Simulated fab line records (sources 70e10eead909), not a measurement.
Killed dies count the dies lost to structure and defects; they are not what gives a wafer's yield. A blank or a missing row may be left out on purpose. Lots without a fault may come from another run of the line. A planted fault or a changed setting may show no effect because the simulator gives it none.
Chamber matching | flow nandHarc | NHARC_A_STAIRCASE_CMP_472 on cmp-02 has 4 sister chambers
The step polishes SiO2. 8 wafers are shown with their chamber, then 7 later ones without.

== WAFERS PAIRED WITH THEIR CHAMBERS ==
wafer  | chamber | motorCurrentA (A)
L078.5 | 1       | 11.2
L080.2 | 2       | 11.8
L080.6 | 0       | 12.7
L084.1 | 1       | 11.0
L084.2 | 0       | 13.6
L084.6 | 3       | 11.3
L086.1 | 2       | 11.4
L086.2 | 3       | 11.0

== WAFERS MISSING THEIR CHAMBER ==
wafer  | motorCurrentA (A)
L086.5 | 10.6
L089.1 | 11.5
L089.2 | 10.8
L089.4 | 12.6
L093.1 | 10.8
L093.3 | 13.2
L093.4 | 11.5

== THE CHAMBER EACH PASSED THROUGH ==
wafer  | from the rows above          | in truth
L086.5 | can't be placed: 1 or 3 or 2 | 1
L089.1 | can't be placed: 2 or 3 or 1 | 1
L089.2 | can't be placed: 1 or 3 or 2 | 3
L089.4 | can't be placed: 0 or 2      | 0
L093.1 | can't be placed: 1 or 3 or 2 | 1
L093.3 | 0                            | 0
L093.4 | can't be placed: 2 or 3 or 1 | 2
Correct placement for 1 of the 7. Can't be placed from these rows: 6 (the true chamber is among the candidates in 6). Placed wrongly: 0.
How it was worked out, from the rows above alone: a wafer's distance from a chamber is the root of the sum, over the readings, of the square of ((its reading less the chamber's mean) divided by the reading's scatter). The wafer belongs to the nearest chamber; if the next one is less than 2 further off, it can't be placed. For every chamber, the mean is computed from those of its wafers that are shown. The scatter: the root of (the sum of the squares of (reading less its chamber's mean) over the shown wafers, divided by (wafers less chambers)).
